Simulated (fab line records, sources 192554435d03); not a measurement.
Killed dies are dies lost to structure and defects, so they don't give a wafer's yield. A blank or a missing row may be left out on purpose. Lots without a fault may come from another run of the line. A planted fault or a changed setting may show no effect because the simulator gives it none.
The tool behind it: which one? :: flow n5 finfet :: 30 wafers from 11 lots sampled at 3 of the route's 1938 steps

## WHAT EACH GAUGE READ, for each wafer
N5_BEOL_M6_RS_MEAS_57: measurement is done with a four-point probe.
lot: L256
measured: day 8 19:59
on: film metro-02
M6_RS (ohm/sq): 0.287 0.304

lot: L258
measured: day 9 08:48
on: film metro-02
M6_RS (ohm/sq): 0.297 0.300 0.280

lot: L259
measured: day 9 13:29
on: film metro-02
M6_RS (ohm/sq): 0.295 0.292 0.286

lot: L261
measured: day 9 21:50
on: film metro-01
M6_RS (ohm/sq): 0.280 0.295 0.297

lot: L264
measured: day 10 07:01
on: film metro-01
M6_RS (ohm/sq): 0.301 0.309 0.300

lot: L263
measured: day 10 08:28
on: film metro-01
M6_RS (ohm/sq): 0.278 0.267 0.276

lot: L271
measured: day 12 05:54
on: film metro-01
M6_RS (ohm/sq): 0.303 0.288

lot: L274
measured: day 12 23:32
on: film metro-01
M6_RS (ohm/sq): 0.300 0.298

lot: L277
measured: day 14 01:00
on: film metro-01
M6_RS (ohm/sq): 0.304 0.293 0.278

lot: L278
measured: day 14 01:19
on: film metro-01
M6_RS (ohm/sq): 0.290 0.276 0.290

lot: L279
measured: day 14 08:18
on: film metro-02
M6_RS (ohm/sq): 0.307 0.298 0.300

## WHAT TOOL EACH LOT RAN ON (gives the tool, then ch and the chambers of the sampled wafers, and finally the start)
lot: L256
N5_BEOL_M6_SPUTTER_48: pvd sputter-02, day 8 18:58
N5_BEOL_M6_ANNEAL_51: rtp anneal-02 ch 0, day 8 19:16

lot: L258
N5_BEOL_M6_SPUTTER_48: pvd sputter-01, day 9 07:52
N5_BEOL_M6_ANNEAL_51: rtp anneal-01 ch 0, day 9 08:07

lot: L259
N5_BEOL_M6_SPUTTER_48: pvd sputter-02, day 9 12:21
N5_BEOL_M6_ANNEAL_51: rtp anneal-01 ch 0, day 9 12:45

lot: L261
N5_BEOL_M6_SPUTTER_48: pvd sputter-01, day 9 20:49
N5_BEOL_M6_ANNEAL_51: rtp anneal-01 ch 0, day 9 21:12

lot: L264
N5_BEOL_M6_SPUTTER_48: pvd sputter-01, day 10 06:05
N5_BEOL_M6_ANNEAL_51: rtp anneal-02 ch 0, day 10 06:18

lot: L263
N5_BEOL_M6_SPUTTER_48: pvd sputter-02, day 10 07:25
N5_BEOL_M6_ANNEAL_51: rtp anneal-01 ch 0, day 10 07:46

lot: L271
N5_BEOL_M6_SPUTTER_48: pvd sputter-03, day 12 04:10
N5_BEOL_M6_ANNEAL_51: rtp anneal-02 ch 0, day 12 05:10

lot: L274
N5_BEOL_M6_SPUTTER_48: pvd sputter-02, day 12 22:34
N5_BEOL_M6_ANNEAL_51: rtp anneal-01 ch 0, day 12 22:47

lot: L277
N5_BEOL_M6_SPUTTER_48: pvd sputter-03, day 13 23:59
N5_BEOL_M6_ANNEAL_51: rtp anneal-02 ch 0, day 14 00:17

lot: L278
N5_BEOL_M6_SPUTTER_48: pvd sputter-02, day 14 00:14
N5_BEOL_M6_ANNEAL_51: rtp anneal-02 ch 0, day 14 00:38

lot: L279
N5_BEOL_M6_SPUTTER_48: pvd sputter-01, day 14 07:12
N5_BEOL_M6_ANNEAL_51: rtp anneal-02 ch 0, day 14 07:32
- N5_BEOL_M6_SPUTTER_48: material Cu, target thk 10 nm, time 1.667 s.
- N5_BEOL_M6_ANNEAL_51: time 90 s.

## WHAT THE TOOLS THEMSELVES READ (means of the sampled wafers that have a number; where no wafer has one, the mark that the record gives instead)
N5_BEOL_M6_SPUTTER_48.
lot: L256
tool: pvd sputter-02
bias v (V): 59.5
throttle valve pct (%): 31.0

lot: L258
tool: pvd sputter-01
bias v (V): 59.6
throttle valve pct (%): 29.1

lot: L259
tool: pvd sputter-02
bias v (V): 59.8
throttle valve pct (%): 29.3

lot: L261
tool: pvd sputter-01
bias v (V): 59.9
throttle valve pct (%): 28.8

lot: L264
tool: pvd sputter-01
bias v (V): 59.6
throttle valve pct (%): 30.0

lot: L263
tool: pvd sputter-02
bias v (V): 60.0
throttle valve pct (%): 30.2

lot: L271
tool: pvd sputter-03
bias v (V): 59.4
throttle valve pct (%): 30.6

lot: L274
tool: pvd sputter-02
bias v (V): 59.5
throttle valve pct (%): 31.2

lot: L277
tool: pvd sputter-03
bias v (V): 59.9
throttle valve pct (%): 29.0

lot: L278
tool: pvd sputter-02
bias v (V): 60.0
throttle valve pct (%): 29.8

lot: L279
tool: pvd sputter-01
bias v (V): 59.4
throttle valve pct (%): 28.8

N5_BEOL_M6_ANNEAL_51.
lot: L256
tool: rtp anneal-02
anneal temp c (C): 225.05
wafer_temp_C_max: 226.28

lot: L258
tool: rtp anneal-01
anneal temp c (C): 224.81
wafer_temp_C_max: 225.91

lot: L259
tool: rtp anneal-01
anneal temp c (C): 224.94
wafer_temp_C_max: 226.23

lot: L261
tool: rtp anneal-01
anneal temp c (C): 224.97
wafer_temp_C_max: 226.07

lot: L264
tool: rtp anneal-02
anneal temp c (C): 224.96
wafer_temp_C_max: 226.06

lot: L263
tool: rtp anneal-01
anneal temp c (C): 224.85
wafer_temp_C_max: 226.00

lot: L271
tool: rtp anneal-02
anneal temp c (C): 225.09
wafer_temp_C_max: 226.16

lot: L274
tool: rtp anneal-01
anneal temp c (C): 224.91
wafer_temp_C_max: 225.99

lot: L277
tool: rtp anneal-02
anneal temp c (C): 225.08
wafer_temp_C_max: 226.21

lot: L278
tool: rtp anneal-02
anneal temp c (C): 224.96
wafer_temp_C_max: 226.46

lot: L279
tool: rtp anneal-02
anneal temp c (C): 225.07
wafer_temp_C_max: 225.90

## THE ANSWER, worked out from the rows above alone
Rule: what is usual is taken from the lots themselves. Put in order of their means at a reading, lots are off if they are a third of the lots or fewer, leave a main group of 4 or more, and stand apart from it by a gap of 3 or more times the standard deviation of the main group's means; of several such gaps the widest counts. The tables above print the reading to a certain number of digits; a main group whose means all agree to those digits is not used. A lot without any number at a reading at which 4 lots or more have one is off too. Any other lot the step has rows for is counted as sound. The gauges are gone through in route order, then the tools' own readings, and for those a lot's mean is taken as printed above. At the first step where some lot is off, the reading lying furthest off is the one used; lots without a number count as furthest.
Across all readings shown, no lot is off: no conclusion can be drawn from this.

## WHAT HAD BEEN PUT IN BY THE SIMULATOR
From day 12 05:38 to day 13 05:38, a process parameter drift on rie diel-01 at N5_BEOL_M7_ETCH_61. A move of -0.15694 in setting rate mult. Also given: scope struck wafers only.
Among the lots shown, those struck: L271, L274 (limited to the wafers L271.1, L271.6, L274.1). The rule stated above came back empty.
